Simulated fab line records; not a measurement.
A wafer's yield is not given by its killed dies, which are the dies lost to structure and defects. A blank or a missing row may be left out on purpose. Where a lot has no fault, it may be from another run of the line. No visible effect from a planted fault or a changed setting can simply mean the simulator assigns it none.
Struck lot and sound lot, side by side    flow n5-finfet    16 steps out of a route of 1938
Sound: wafers L468.2, L468.3, L468.6. The struck wafers were L469.2, L469.4, L469.5. The cause comes at the end.
Per side, at each step with rows, come the tool, then ch with its chambers, and then its first start. Under that, the readings that differ: sound wafers    struck wafers    difference of the means    sigmas: that difference in standard deviations of wafers without a fault.
alike: same words and numbers on both sides, and readings whose means sit less than 2 such deviations apart. not compared: any withheld reading, any reading some wafer has no value for, any bound like >300 that may hide the same value, and any number with overlapping values for which the record gives no deviation.
A row with sigmas, a row that says differs or no value, or rows on one side alone: a step with any of these is where the two part. Non-overlapping numbers with no deviation appear without sigmas and do not part them. Lack of a reading on every wafer of one side parts them only where that side has two or more wafers.

first, 3 steps without rows for these wafers: N5_FIN_SAQP_EXPOSE_13 (exposes mask FIN CORE, target cd 35.6 nm); N5_FIN_SAQP_PEB_14 (peb time 60 s); N5_FIN_SAQP_DEVELOP_15 (develop time 30 s).
N5_FIN_SAQP_CD_MEAS_16 targets a cd of 35.6 nm.
  sound on cd-sem-02 ch 0, day 4 09:43; struck on cd-sem-03 ch 0, day 4 15:18
  alike: cd-nm
N5_FIN_SAQP_OVL_MEAS_17:
  sound on overlay-02 ch 0, day 4 09:46; struck on overlay-02 ch 0, day 4 15:20
  alike: FIN_CORE_OVL
N5_FIN_SAQP_INSPECT_18: inspects for defects (brightfield).
  sound on defect-inspect-01 at day 4 09:47; struck on defect-inspect-02 at day 4 15:22
  alike: raw-defect-count
N5_FIN_SAQP_DESCUM_21: chemistry O2, time 7.9 s.
  sound on rie-diel-01 ch 1,2,3, day 4 09:49; struck on rie-diel-01 ch 1,3, day 4 15:23
  alike: drypump-motor-current-A, oes-product-au, rf-vpp-V, showerhead-plenum-p-Torr, throttle-valve-pct
  not compared: rf-hours-counter-h
N5_FIN_SAQP_ETCH_51: etches SiARC in CF4, target depth 45.5 nm, time 75.8 s.
  sound on rie-diel-01 ch 1,2,3, day 4 09:51; struck on rie-diel-01 ch 1,3, day 4 15:26
  alike: drypump-motor-current-A, etch-rf-on-time-s, oes-product-au, rf-vpp-V, showerhead-plenum-p-Torr, throttle-valve-pct
  not compared: rf-hours-counter-h
N5_FIN_SAQP_ETCH_52: etches SOC in N2/H2, target depth 100 nm, overetch 20 nm, time 150 s.
  sound on rie-diel-01 ch 1,2,3, day 4 09:55; struck on rie-diel-01 ch 1,3, day 4 15:29
  alike: drypump-motor-current-A, n2-flow-sccm, oes-product-au, rf-vpp-V, showerhead-plenum-p-Torr, throttle-valve-pct
  not compared: rf-hours-counter-h
then, 1 step without rows for these wafers: N5_FIN_SAQP_STRIP_53 (strips in N2/H2).
N5_FIN_SAQP_HM_OPEN_73: chemistry CHF3/O2, target SiO2, stops on a-Si, target depth 12 nm, time 16.8 s.
  sound on rie-diel-01 ch 1,2,3, day 4 10:01; struck on rie-diel-01 ch 1,3, day 4 15:35
  alike: drypump-motor-current-A, oes_ar_750_au, oes-product-au, rf-vpp-V, showerhead-plenum-p-Torr, throttle-valve-pct
  not compared: rf-hours-counter-h
then, 1 step without rows for these wafers: N5_FIN_SAQP_STRIP_74 (strips in CHF3/O2).
N5_FIN_SAQP_MANDREL_ETCH_22: etches a-Si in HBr/Cl2, stops on SiNx, target depth 60 nm, bt time 10 s, time 30 s.
  sound on rie-si-05 ch 0,1, day 4 10:06; struck on rie-si-03 ch 0,1,3, day 4 15:41
reading              sound              struck             difference  sigmas
mfc-cl2-sccm (sccm)  80.20 79.57 80.18  76.39 76.64 76.28  -3.55       -14
  alike: HBr_flow_sccm, drypump-motor-current-A, he-backside-leak-sccm, oes-product-au, throttle-valve-pct
  not compared: rf-hours-counter-h
N5_FIN_SAQP_STRIP_55: strips in N2/H2.
  sound on rie-diel-02 ch 2,3, day 4 10:12; struck on rie-diel-04 ch 1,2, day 4 15:47
  alike: drypump-motor-current-A, n2-flow-sccm, oes-product-au, rf-vpp-V, showerhead-plenum-p-Torr, throttle-valve-pct
  not compared: rf-hours-counter-h
-- a jump in the record: the struck wafers' starts before and after are 6 days apart (it breaks off in module FIN_SAQP and resumes in module BEOL_M4, where the first step shown is number 1111 of the route) --
N5_BEOL_M4_RC_MEAS_101:
  sound on prober-01 ch 0, day 10 04:54; struck on prober-02 ch 0, day 10 17:14
  alike: DIBL_N, DIBL_P, IOFF_N, IOFF_P, ION_N, ION_P, SS_N, SS_P, VT_N, VT_P
then, 1 step without rows for these wafers: N5_PASSIVATION_PROBE_49.

== WHERE THEY PART ==
Only at N5_FIN_SAQP_MANDREL_ETCH_22, as far as this record shows. Later steps at which nothing parts them and some readings are alike: N5_FIN_SAQP_STRIP_55, N5_BEOL_M4_RC_MEAS_101.

WHY: what the simulator had put in
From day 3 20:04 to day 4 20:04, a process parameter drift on rie-si-03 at N5_FIN_SAQP_MANDREL_ETCH_22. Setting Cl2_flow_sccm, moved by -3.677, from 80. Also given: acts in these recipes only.
